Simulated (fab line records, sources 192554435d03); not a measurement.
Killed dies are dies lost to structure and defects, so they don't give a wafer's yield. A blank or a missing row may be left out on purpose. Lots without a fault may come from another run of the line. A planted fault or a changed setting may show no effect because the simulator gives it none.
Chamber matching | flow n5_finfet | N5_BEOL_M11_ETCH_65 on rie_diel-05: 4 sister chambers
The step etches SiARC in CF4, target depth 39 nm, time 65 s. 16 wafers are shown with their chamber, then 8 later ones without.

WAFERS WITH THEIR CHAMBER
wafer  | chamber | showerhead_plenum_p_Torr (Torr) | drypump_motor_current_A (A) | throttle_valve_pct (%)
L074.1 | 0       | 2.11                            | 5.82                        | 16.07
L074.4 | 3       | 2.06                            | 5.97                        | 15.79
L074.6 | 0       | 2.11                            | 5.81                        | 16.07
L075.1 | 2       | 2.26                            | 5.80                        | 15.69
L075.2 | 3       | 2.05                            | 6.00                        | 15.83
L075.4 | 3       | 2.05                            | 6.01                        | 15.83
L082.1 | 1       | 2.11                            | 5.65                        | 15.29
L082.4 | 0       | 2.11                            | 5.83                        | 15.60
L082.6 | 3       | 2.05                            | 6.02                        | 15.88
L085.2 | 2       | 2.26                            | 5.81                        | 15.75
L085.3 | 3       | 2.05                            | 6.00                        | 15.87
L085.6 | 0       | 2.10                            | 5.80                        | 15.61
L086.3 | 0       | 2.10                            | 5.80                        | 15.60
L086.4 | 3       | 2.05                            | 6.00                        | 15.89
L086.6 | 3       | 2.05                            | 5.99                        | 15.89
L090.2 | 0       | 2.10                            | 5.82                        | 15.62

SIGNATURES (means of the wafers above)
reading                  | chamber 0 | chamber 1 | chamber 2 | chamber 3 | scatter within a chamber
showerhead_plenum_p_Torr | 2.1050    | 2.1100    | 2.2600    | 2.0514    | 0.00443
drypump_motor_current_A  | 5.8133    | 5.6500    | 5.8050    | 5.9986    | 0.0138
throttle_valve_pct       | 15.7617   | 15.2900   | 15.7200   | 15.8543   | 0.157
Rule: a wafer's distance from a chamber is the root of the sum, over the readings, of the square of ((its reading less the chamber's mean) divided by the reading's scatter). The wafer belongs to the nearest chamber; if the next one is less than 2 further off, it can't be placed. The scatter: the root of (the sum of the squares of (reading less its chamber's mean) over the shown wafers, divided by (wafers less chambers)).

WAFERS WITHOUT THEIR CHAMBER
wafer  | showerhead_plenum_p_Torr (Torr) | drypump_motor_current_A (A) | throttle_valve_pct (%)
L090.5 | 2.11                            | 5.67                        | 15.31
L090.6 | 2.10                            | 5.81                        | 15.64
L091.1 | 2.25                            | 5.79                        | 15.77
L091.4 | 2.11                            | 5.68                        | 15.30
L091.5 | 2.04                            | 6.00                        | 15.90
L092.1 | 2.11                            | 5.66                        | 15.30
L092.2 | 2.25                            | 5.80                        | 15.77
L092.5 | 2.11                            | 5.67                        | 15.31

WHICH CHAMBER EACH WENT THROUGH
wafer  | from the rows above | in truth
L090.5 | 1                   | 1
L090.6 | 0                   | 0
L091.1 | 2                   | 2
L091.4 | 1                   | 1
L091.5 | 3                   | 3
L092.1 | 1                   | 1
L092.2 | 2                   | 2
L092.5 | 1                   | 1
Placed correctly: 8 of 8. Can't be placed from these rows: 0. Placed wrongly: 0.
